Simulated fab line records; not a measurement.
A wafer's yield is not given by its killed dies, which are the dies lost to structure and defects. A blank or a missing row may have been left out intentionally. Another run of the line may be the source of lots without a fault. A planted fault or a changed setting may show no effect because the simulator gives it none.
Chamber matching    flow nandHarc    NHARC_A_BLC_CMP_25 on cmp-03 has 4 sister chambers
The step polishes, t overpolish 30 s, target thk 150 nm. 7 wafers are shown with their chamber, then 7 later ones without.

## WAFERS WITH THEIR CHAMBER
wafer   chamber  motorCurrentA (A)  timeToEndpointS (s)
L081.3  3        11.2               30.0
L085.1  1        14.6               27.1
L089.1  2        10.5               27.4
L089.4  0        12.0               29.0
L089.5  2        10.7               28.0
L092.1  1        13.6               27.4
L092.3  0        10.8               28.3

## WAFERS MISSING THEIR CHAMBER
wafer   motorCurrentA (A)  timeToEndpointS (s)
L092.5  10.8               27.3
L093.2  10.2               26.1
L093.3  13.3               27.3
L093.6  11.3               27.1
L095.1  11.5               25.9
L095.4  13.8               27.9
L095.5  11.3               28.0

## CHAMBER TAKEN BY EACH
wafer   from the rows above      in truth
L092.5  2                        2
L093.2  2                        2
L093.3  1                        1
L093.6  2                        2
L095.1  can't be placed: 2 or 1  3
L095.4  1                        1
L095.5  can't be placed: 2 or 0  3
Placed correctly: 5 of 7. Can't be placed from these rows: 2 (the true chamber is among the candidates in 0). 0 placed wrongly.
How it was worked out, from the rows above alone: a wafer's distance from a chamber is the root of the sum, over the readings, of the square of ((its reading less the chamber's mean) divided by the reading's scatter). If the next closest chamber is less than 2 further off than the closest, the wafer can't be placed; otherwise it belongs to the closest. Each chamber's mean is taken over the wafers shown for it. The scatter: take each reading less its chamber's mean, square it, sum over the shown wafers, divide by the number of wafers less the number of chambers, and take the root.
